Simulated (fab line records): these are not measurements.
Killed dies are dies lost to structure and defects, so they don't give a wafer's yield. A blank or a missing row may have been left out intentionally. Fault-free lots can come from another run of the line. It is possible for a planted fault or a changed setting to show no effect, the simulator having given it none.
fab line records | flow n5-finfet
record: lots: 7 wafers: 20 last-day: 19
route steps=1938 shown HKMG_FIN@462 GATE_CUT@465
lots that met no fault: from a run of the same line without faults
start-h: the number of hours between the record's first day and the start of the first shown wafer of the lot | wait-h: time in hours since the lot's previous step | " the same as in the row above | L1.1+2: a row that stands for several wafers | - either no value or no given start | * or withheld: withheld | < > ~ a bound
route shown NAME@n: NAME is a module with steps in the file, n the number in the route of the first one | usual: mean and standard deviation over wafers with no fault | same: alike in all rows | chamber/n: place in a boat | sites: per-site readings | _std_site: standard deviation across them | _edge_site: the outer-site mean with the inner-site mean subtracted | radius-mm: how far each site lies from the wafer's centre | mask NAME#n: copy n | behind: the most recent tool/chamber to have shaped the wafer | hold: why the lot was held/for how many hours/how that ended | device: the transistor (n, p or np) that didn't switch | end of line: the route-end tests of the same wafers | a step without rows: its recipe alone | killed: dies that structure and defects cost at the first sort, which is not the same as the wafer's yield | map: the dies of a wafer, with x for killed, . for not killed, _ for no die there
set.NAME: the setting as run; set.NAME@STEP: as run at that earlier step | model.NAME: the simulator's own value behind a step, which no gauge read
lots seen at some steps along the route; tables by step, rows by wafer
services: the hour from which a tool's chamber was out of use, counted from the record's first day as start-h (under 0 if before that day), plus the number of hours and why
== steps ==
step: N5_HKMG_FIN_CMP_94
recipe: stop-on: SiNx post-cmp-clean: w-dilute-nh4oh t-overpolish-s: 4.7 down-force-psi: 4 platen-rpm: 50.289 pad-velocity-m-s: 1.0006 target-thk-nm: 43.299
step: N5_HKMG_FIN_INSPECT_28
recipe: inspect-instrument: darkfield mode: post-cmp
usual: raw-defect-count: 46/20
columns lot.wafer tool chamber start-h wait-h raw-defect-count
L744.2 defect-inspect-01 - 118.74 0.0 103
L744.4 " - " " 54
L744.6 " - " " 36
L746.2 defect-inspect-02 - 127.32 0.0 38
L746.3 " - " " 25
L746.6 " - " " 34
L756.1 defect-inspect-02 - 186.07 0.0 37
L756.4 " - " " 35
L758.1 defect-inspect-01 - 199.27 0.0 25
L758.2 " - " " 40
L758.4 " - " " 51
L759.1 defect-inspect-02 - 207.43 0.0 35
L759.3 " - " " 27
L759.4 " - " " 60
L760.3 defect-inspect-01 - 212.61 0.0 62
L760.4 " - " " 150
L760.6 " - " " 59
L761.1 defect-inspect-01 - 220.60 0.0 55
L761.2 " - " " 68
L761.6 " - " " 42
step: N5_GATE_CUT_ETCHBACK_00
recipe: chemistry: SF6/Cl2 target: W pressure-mtorr: 8 icp-w: 900 bias-w: 80 SF6_flow_sccm: 40 Cl2_flow_sccm: 60
usual: drypump-motor-current-A: 5.9/0.58 mfc-cl2-sccm: 59.99/0.17 oes-product-au: 0.77/0.085 throttle-valve-pct: 27.39/0.25
columns lot.wafer tool chamber start-h wait-h drypump-motor-current-A mfc-cl2-sccm oes-product-au rf-hours-counter-h throttle-valve-pct
L744.2 rie-metal-01 0 118.77 0.0 6.2 60.19 0.76 45 27.46
L744.4 " 0 " " 6.2 60.38 0.76 - 27.46
L744.6 " 1 " " 5.6 60.09 0.93 - 27.87
L746.2 rie-metal-02 1 127.35 0.0 6.3 60.25 0.84 26 27.19
L746.3 " 0 " " 6.4 60.17 0.71 - 27.54
L746.6 " 1 " " 6.3 60.01 0.85 - 27.17
L756.1 rie-metal-02 0 186.10 0.0 6.4 59.91 0.70 67 27.55
L756.4 " 1 " " 6.3 60.10 0.84 - 27.19
L758.1 rie-metal-03 1 199.30 0.0 5.2 59.94 0.66 99 27.36
L758.2 " 0 " " 4.9 60.20 0.71 76 27.08
L758.4 " 1 " " 5.2 60.22 0.66 - 27.37
L759.1 rie-metal-03 0 207.46 0.0 5.0 59.96 0.71 76 27.09
L759.3 " 0 " " 5.0 59.93 0.71 - 27.07
L759.4 " 1 " " 5.2 59.94 0.66 - 27.35
L760.3 rie-metal-02 1 212.68 0.1 6.4 60.05 0.82 - 27.19
L760.4 " 0 " " 6.4 59.92 0.70 - 27.54
L760.6 " 0 " " 6.5 59.87 0.70 - 27.56
L761.1 rie-metal-03 1 220.64 0.0 5.2 60.05 0.66 101 27.35
L761.2 " 0 " " 5.0 60.06 0.70 78 27.07
L761.6 " 0 " " 5.0 60.15 0.70 - 27.07
step: N5_GATE_CUT_ETCH_56
recipe: chemistry: Cl2/Ar target: TiN target-depth-a: 216 pressure-mtorr: 10 icp-w: 600 bias-w: 60 Cl2_flow_sccm: 40 Ar_flow_sccm: 60
usual: drypump-motor-current-A: 5.9/0.58 mfc-cl2-sccm: 40.02/0.12 oes_ar_750_au: 0.75/0.085 oes-product-au: 0.76/0.086 throttle-valve-pct: 20.79/0.21
columns lot.wafer tool chamber start-h wait-h drypump-motor-current-A mfc-cl2-sccm oes_ar_750_au oes-product-au rf-hours-counter-h throttle-valve-pct
L744.2 rie-metal-01 0 118.89 0.1 6.2 39.91 0.77 0.76 45 20.82
L744.4 " 0 " " 6.2 39.78 0.76 0.76 - 20.81
L744.6 " 1 " " 5.6 40.04 0.91 0.90 - 21.07
L746.2 rie-metal-02 1 127.47 0.1 6.3 39.93 0.82 0.84 26 20.49
L746.3 " 0 " " 6.4 40.22 0.70 0.71 - 21.02
L746.6 " 1 " " 6.3 40.07 0.82 0.84 - 20.48
L756.1 rie-metal-02 0 186.22 0.1 6.4 40.22 0.69 0.69 67 21.03
L756.4 " 1 " " 6.3 40.11 0.80 0.82 - 20.49
L758.1 rie-metal-03 1 199.42 0.1 5.2 40.08 0.62 0.65 99 20.78
L758.2 " 0 " " 5.0 39.97 0.70 0.71 76 20.65
L758.4 " 1 " " 5.2 40.10 0.62 0.65 - 20.77
L759.1 rie-metal-03 0 207.58 0.1 4.9 39.98 0.70 0.70 76 20.68
L759.3 " 0 " " 5.0 40.16 0.70 0.70 - 20.66
L759.4 " 1 " " 5.2 40.08 0.62 0.64 - 20.78
L760.3 rie-metal-02 1 212.79 0.1 6.3 39.96 0.79 0.81 - 20.50
L760.4 " 0 " " 6.4 39.97 0.69 0.69 - 21.03
L760.6 " 0 " " 6.4 40.05 0.69 0.69 - 21.04
L761.1 rie-metal-03 1 220.76 0.1 5.2 40.00 0.62 0.63 101 20.78
L761.2 " 0 " " 5.0 39.88 0.70 0.71 78 20.65
L761.6 " 0 " " 4.9 39.87 0.70 0.70 - 20.67
step: N5_GATE_CUT_ETCHBACK_30
recipe: chemistry: Cl2/Ar target: TiN target-depth-a: 30 mode: isotropic pressure-mtorr: 10 icp-w: 600 bias-w: 60 Cl2_flow_sccm: 40 Ar_flow_sccm: 60
usual: drypump-motor-current-A: 5.9/0.58 mfc-cl2-sccm: 40.03/0.12 oes_ar_750_au: 0.75/0.086 oes-product-au: 0.76/0.086 throttle-valve-pct: 20.79/0.21
columns lot.wafer tool chamber start-h wait-h drypump-motor-current-A mfc-cl2-sccm oes_ar_750_au oes-product-au rf-hours-counter-h throttle-valve-pct
L744.2 rie-metal-01 0 118.98 0.1 6.2 40.05 0.77 0.76 45 20.81
L744.4 " 0 " " 6.3 39.96 0.77 0.77 - 20.82
L744.6 " 1 " " 5.6 39.91 0.90 0.91 - 21.04
L746.2 rie-metal-02 1 127.56 0.1 6.3 40.04 0.81 0.84 26 20.47
L746.3 " 0 " " 6.4 40.11 0.70 0.71 - 21.03
L746.6 " 1 " " 6.3 39.97 0.82 0.84 - 20.48
L756.1 rie-metal-02 0 186.31 0.1 6.4 40.08 0.70 0.68 67 21.04
L756.4 " 1 " " 6.3 40.23 0.80 0.82 - 20.49
L758.1 rie-metal-03 1 199.51 0.1 5.2 40.01 0.62 0.64 99 20.75
L758.2 " 0 " " 4.9 40.01 0.71 0.70 76 20.66
L758.4 " 1 " " 5.2 39.87 0.62 0.65 - 20.77
L759.1 rie-metal-03 0 207.67 0.1 5.0 40.12 0.70 0.70 76 20.66
L759.3 " 0 " " 4.9 40.18 0.70 0.70 - 20.67
L759.4 " 1 " " 5.2 39.98 0.62 0.64 - 20.77
L760.3 rie-metal-02 1 212.86 0.0 6.3 39.83 0.79 0.81 - 20.50
L760.4 " 0 " " 6.5 39.86 0.69 0.69 - 21.04
L760.6 " 0 " " 6.4 39.94 0.69 0.69 - 21.02
L761.1 rie-metal-03 1 220.85 0.1 5.2 40.02 0.62 0.64 101 20.77
L761.2 " 0 " " 4.9 40.04 0.70 0.70 78 20.67
L761.6 " 0 " " 5.0 40.03 0.69 0.70 - 20.66
step: N5_GATE_CUT_VAPOR_ETCH_60
recipe: chemistry: BCl3/Cl2 target: HfO2 mode: isotropic
usual: drypump-motor-current-A: 5.9/0.58 oes-product-au: 0.77/0.081
columns lot.wafer tool chamber start-h wait-h drypump-motor-current-A oes-product-au
L744.2 rie-metal-01 0 119.01 0.0 6.2 0.77
L744.4 " 0 " " 6.2 0.76
L744.6 " 1 " " 5.6 0.91
L746.2 rie-metal-02 1 127.59 0.0 6.3 0.85
L746.3 " 0 " " 6.4 0.71
L746.6 " 1 " " 6.3 0.84
L756.1 rie-metal-02 0 186.34 0.0 6.4 0.71
L756.4 " 1 " " 6.3 0.83
L758.1 rie-metal-03 1 199.54 0.0 5.2 0.66
L758.2 " 0 " " 4.9 0.71
L758.4 " 1 " " 5.2 0.66
L759.1 rie-metal-03 0 207.70 0.0 5.0 0.71
L759.3 " 0 " " 4.9 0.71
L759.4 " 1 " " 5.2 0.66
L760.3 rie-metal-02 1 212.89 0.0 6.3 0.82
L760.4 " 0 " " 6.5 0.71
L760.6 " 0 " " 6.5 0.70
L761.1 rie-metal-03 1 220.88 0.0 5.2 0.65
L761.2 " 0 " " 4.9 0.71
L761.6 " 0 " " 5.0 0.70
step: N5_GATE_CUT_ETCH_58
recipe: chemistry: CH3F/O2 target: SiNx target-depth-a: 170 time-s: 128.6 ion-energy-ev: 50 pressure-mtorr: 30 source-w: 415 bias-w: 21 Ar_flow_sccm: 150 CH3F_flow_sccm: 30 O2_flow_sccm: 20
usual: CH3F_flow_sccm: 30.01/0.078 drypump-motor-current-A: 5.6/0.54 oes-product-au: 0.78/0.075 rf-vpp-V: 99.2/0.99 showerhead-plenum-p-Torr: 2.01/0.068 throttle-valve-pct: 16.42/0.24
columns lot.wafer tool chamber start-h wait-h CH3F_flow_sccm drypump-motor-current-A oes-product-au rf-hours-counter-h rf-vpp-V showerhead-plenum-p-Torr throttle-valve-pct
L744.2 rie-diel-03 1 119.06 0.0 29.92 6.0 0.74 137 98.5 2.00 16.45
L744.4 " 3 " " 30.04 6.3 0.68 - 99.4 1.99 16.94
L744.6 " 1 " " 29.89 6.0 0.74 - 101.0 2.00 16.45
L746.2 rie-diel-04 1 127.64 0.0 29.94 4.9 0.76 143 98.4 2.09 16.69
L746.3 " 3 " " 30.12 4.9 0.76 153 100.3 2.07 16.43
L746.6 " 0 " " 30.02 5.3 0.75 - 98.4 2.00 16.05
L756.1 rie-diel-03 3 186.43 0.1 30.17 6.3 0.97 4 99.9 1.98 16.49
L756.4 " 1 " " 30.10 6.0 0.71 163 99.5 1.99 16.51
L758.1 rie-diel-03 2 199.59 0.0 29.95 6.2 0.70 243 99.1 2.05 16.45
L758.2 " 3 " " 30.06 6.3 0.96 8 97.8 1.98 16.49
L758.4 " 3 " " 30.00 6.3 0.96 - 97.7 1.98 16.48
L759.1 rie-diel-03 1 207.75 0.0 30.06 6.0 0.72 171 98.4 1.99 16.51
L759.3 " 3 " " 30.10 6.3 0.94 12 98.7 1.98 16.51
L759.4 " 0 " " 30.01 4.9 0.76 166 100.2 1.91 16.63
L760.3 rie-diel-04 0 212.99 0.1 30.05 5.3 0.73 - 99.0 1.99 16.09
L760.4 " 2 " " 30.15 5.1 0.70 - 98.6 1.90 16.39
L760.6 " 2 " " 30.03 5.1 0.71 - 99.6 1.90 16.38
L761.1 rie-diel-03 0 220.94 0.0 30.12 4.9 0.74 171 99.5 1.91 16.62
L761.2 " 3 " " 30.11 6.3 0.93 16 98.0 1.98 16.51
L761.6 " 3 " " 30.04 6.3 0.92 - 99.3 1.98 16.50
step: N5_GATE_CUT_STRIP_59
recipe: chemistry: N2/H2 time-s: 20 power-w: 100 temp-c: 40 pressure-mtorr: 100 rf-frequency-hz: 6e+07 bias-power-w: 3 n2-flow-sccm: 300 h2-flow-sccm: 300
step: N5_GATE_CUT_PRECLEAN_31
recipe: temp-c: 23 chemistry: DIW time-s: 300
step: N5_GATE_CUT_SRD_32
recipe: time-s: 30 temp-c: 23 rinse-liquid: diw dry: ipa-marangoni
step: N5_GATE_CUT_SAC_CAP_01
recipe: material: SiNx target-thk-a: 240 temp-c: 400 ald-precursor-family: SiH2I2 ald-co-reactant: N2/H2-plasma pulse-time-s: 1 ald-cycles: 480 purge-time-s: 2 co-reactant-purge-time-s: 2 pressure-torr: 2
step: N5_GATE_CUT_PECVD_57
recipe: material: SiNx target-thk-a: 210 temp-c: 400 precursor: SiH4/NH3/N2 pressure-torr: 1.5 rf-w: 300
usual: heater-power-w: 728/95 showerhead-plenum-p-Torr: 5.13/0.066 throttle-valve-pct: 39.7/2.4
columns lot.wafer tool chamber start-h wait-h heater-power-w showerhead-plenum-p-Torr throttle-valve-pct model.SiNx_of_GATE_CUT_PECVD_57.thk-nm
L744.2 pecvd-04 0 121.57 1.1 575 5.01 36.9 20.8
L744.4 " 2 " " 629 5.16 37.4 20.8
L744.6 " 0 " " 577 5.02 36.8 21.2
L746.2 pecvd-01 1 130.16 1.1 720 5.13 43.5 21.2
L746.3 " 0 " " 791 5.20 39.8 20
L746.6 " 2 " " 766 5.17 42.6 21
L756.1 pecvd-01 2 188.94 1.1 685 5.17 42.7 32
L756.4 " 0 " " 896 5.21 40.2 20.6
L758.1 pecvd-01 0 202.11 1.1 771 5.21 40.1 31.6
L758.2 " 2 " " 723 5.15 42.5 32
L758.4 " 0 " " 787 5.19 40.2 21
L759.1 pecvd-01 0 210.27 1.1 780 5.20 40.4 31.8
L759.3 " 1 " " 741 5.12 43.4 21
L759.4 " 0 " " 789 5.22 40.4 21
L760.3 pecvd-03 1 215.69 1.1 727 5.23 38.0 20.4
L760.4 " 0 " " 782 5.11 41.0 20.8
L760.6 " 2 " " 781 5.20 37.0 20.8
L761.1 pecvd-04 2 223.89 1.1 689 5.16 37.6 20.6
L761.2 " 0 " " 582 5.02 37.3 21.2
L761.6 " 0 " " 598 5.02 37.3 21.4
step: N5_GATE_CUT_CMP_02
recipe: stop-on: SiO2 t-overpolish-s: 12.7 post-cmp-clean: alkaline-brush down-force-psi: 2.5 platen-rpm: 51.8 pad-velocity-m-s: 1.0307 target-thk-nm: 0
usual: motor-current-A: 9.6/0.98 time-to-endpoint-s: 26.0/2.4
columns lot.wafer tool chamber start-h wait-h motor-current-A time-to-endpoint-s
L744.2 cmp-02 3 121.78 0.2 9.1 27.7
L744.4 " 0 " " 11.0 27.4
L744.6 " 1 " " 9.8 30.6
L746.3 cmp-02 1 130.27 0.1 9.2 28.9
L746.2 " 2 " " 8.9 27.9
L746.6 " 1 " " 9.6 30.2
L756.1 cmp-04 2 189.01 0.1 10.2 37.2
L756.4 " 1 " " 9.1 24.8
L758.2 cmp-02 2 202.18 0.1 8.8 36.8
L758.4 " 3 " " 9.3 25.9
L758.1 " 0 " " 11.4 39.0
L759.3 cmp-04 1 210.36 0.1 8.9 27.7
L759.1 " 2 " " 10.1 38.0
L759.4 " 3 " " 11.1 27.7
L760.4 cmp-04 2 215.76 0.0 10.4 22.6
L760.3 " 3 " " 10.8 24.4
L760.6 " 3 " " 11.0 24.0
L761.1 cmp-03 3 225.21 1.3 7.2 27.7
L761.2 " 0 " " 8.5 27.8
L761.6 " 2 " " 9.1 26.4
== services ==
columns tool chamber start-h hours kind
pecvd-03 1 121.21 3.7 repair
pecvd-04 - 128.28 5.5 pm
cmp-04 - 129.99 4.7 pm
cmp-02 - 130.92 1.4 repair
cmp-02 - 142.79 4.0 pm
pecvd-01 2 145.14 11.9 repair
cmp-04 - 150.54 5.1 repair
rie-diel-03 3 153.55 - clean
rie-diel-03 3 153.55 - consumable-replace:focus-ring
rie-diel-03 3 153.55 24.3 scheduled-down
rie-diel-03 3 153.55 24.3 vent-cycle
rie-diel-03 0 154.99 7.7 repair
rie-diel-04 - 174.46 15.6 pm
rie-diel-03 0 196.77 6.4 repair
pecvd-03 - 199.47 0.3 repair
rie-diel-04 3 200.90 12.8 repair
rie-metal-03 - 206.56 0.5 repair
cmp-02 - 207.76 20.2 pm
rie-diel-04 2 216.19 9.9 repair
rie-diel-03 2 216.52 - clean
rie-diel-03 2 216.52 - consumable-replace:focus-ring
rie-diel-03 2 216.52 17.4 scheduled-down
cmp-03 - 222.93 2.0 repair
cmp-04 - 223.35 3.7 repair
== key ==
first-sign: step: N5_GATE_CUT_CMP_02 reading: time-to-endpoint-s direction: up sigmas: 4.9 usual: * struck: *
effect none on later readings
model-effect: step: N5_GATE_CUT_PECVD_57 value: SiNx_of_GATE_CUT_PECVD_57.thk-nm without: 20.65 struck: 31.85
met-at N5_GATE_CUT_PECVD_57
struck-wafers L756.1,L758.1,L758.2,L759.1
tester-left-out L756,L758,L759
onset-between 130.16 188.94
fault: kind: process-parameter-drift tool: pecvd-01 chamber: - onset-h: 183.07 steps: N5_GATE_CUT_PECVD_57 channel: target-thk-a offset: * shape: step end-h: 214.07 scope: struck-wafers-only acts-in: * stated: *
tester-left-out: of these lots the tester's yield and bins aren't shown, on N5 and GAA mostly nor the transistor test; their killed dies are dies lost to structure and defects alone, not to doping, threshold or leakage, so they don't give the yield
